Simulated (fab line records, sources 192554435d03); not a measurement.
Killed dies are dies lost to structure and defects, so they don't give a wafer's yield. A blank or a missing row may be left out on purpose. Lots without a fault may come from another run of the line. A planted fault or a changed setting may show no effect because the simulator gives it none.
A struck lot beside a sound one | flow n5_finfet | 14 steps out of a route of 1938
Sound: wafers L307.4, L307.5, L307.6. Struck: wafers L301.1, L301.2, L301.6. The cause comes at the end.
At each step with rows: each side's tool, then ch and its chambers, then its first start. Under that, the readings that differ: sound wafers | struck wafers | difference of the means | sigmas: that difference in standard deviations of wafers without a fault.
alike: readings whose means differ by less than 2 such deviations, and words and numbers that are the same on both sides. not compared: withheld readings, readings that some wafer has no value for, bounds like >300 that may hide the same value, and numbers for which the record gives no deviation and whose values overlap.
The two part at a step that has a row with sigmas, a row that says differs or no value, or rows on one side only. Numbers that don't overlap but have no deviation are shown without sigmas and don't part them. A reading that every wafer of one side lacks parts them only if that side has two wafers or more.

N5_DUMMY_GATE_ETCH_23: etches poly-Si in HBr/Cl2/O2, target depth 41 nm, time 22.3 s.
  sound on rie_si-06 ch 1,2, day 6 03:22; struck on rie_si-05 ch 2,3, day 4 10:58
  alike: bias_w, chamber_pressure_mTorr, drypump_motor_current_A, oes_product_au, throttle_valve_pct
  not compared: rf_hours_counter_h
N5_DUMMY_GATE_ETCH_44: etches poly-Si in HBr/O2, stops on SiO2, target depth 127.5 nm.
  sound on rie_si-06 ch 1,2, day 6 03:26; struck on rie_si-05 ch 2,3, day 4 11:01
  alike: bias_w, chamber_pressure_mTorr, drypump_motor_current_A, oes_product_au, throttle_valve_pct
  not compared: rf_hours_counter_h
N5_DUMMY_GATE_CD_MEAS_24: target cd 15 nm.
  sound on cd_sem-02, day 6 03:33; struck on cd_sem-02, day 4 11:08
  alike: cd_nm
then, 1 step without rows for these wafers: N5_DUMMY_GATE_ETCH_42 (etches SiO2 in CHF3/O2, target depth 3.5 nm, time 31 s).
N5_DUMMY_GATE_STRIP_48: strips in N2/H2, time 20 s.
  sound on rie_diel-01 ch 0,1, day 6 03:47; struck on rie_diel-01 ch 1,2,3, day 4 11:14
  alike: chamber_pressure_mTorr, drypump_motor_current_A, h2_flow_sccm, oes_product_au, rf_vpp_V, showerhead_plenum_p_Torr, temp_c, throttle_valve_pct
  not compared: rf_hours_counter_h
then, 5 steps without rows for these wafers: N5_DUMMY_GATE_PRECLEAN_33 (cleans in dHF, time 10 s); N5_DUMMY_GATE_PRECLEAN_25 (cleans in O3/DIW, time 45 s); N5_DUMMY_GATE_PRECLEAN_51 (cleans in SC2, time 45 s); N5_DUMMY_GATE_SRD_26 (time 30 s); N5_DUMMY_GATE_UV_OZONE_45 (time 120 s).
N5_DUMMY_GATE_INSPECT_27: inspects for defects (brightfield).
  sound on defect_inspect-01, day 6 03:59; struck on defect_inspect-01, day 4 11:26
  alike: raw_defect_count
N5_SPACER0_ALD_07: deposits SiNx, target thk 2 nm.
  sound on ald_sin-04 ch 0,1,2, day 6 04:08; struck on ald_sin-01 ch 1,2, day 4 11:28
  alike: heater_power_w
N5_SPACER0_ALD_00: deposits SiOCN, target thk 3.5 nm, pulse time 3 s, purge time 2 s.
  sound on ald_sin-04 ch 0,1,2, day 6 04:20; struck on ald_sin-01 ch 1,2, day 4 12:09
  alike: heater_power_w, precursor_pulse_height_rel
N5_SPACER0_ALD_08: deposits SiNx, target thk 2 nm.
  sound on ald_sin-04 ch 0,1,2, day 6 04:32; struck on ald_sin-01 ch 1,2, day 4 12:25
  alike: heater_power_w

WHERE THEY PART
Nowhere in this record.

WHY: what the simulator had put in
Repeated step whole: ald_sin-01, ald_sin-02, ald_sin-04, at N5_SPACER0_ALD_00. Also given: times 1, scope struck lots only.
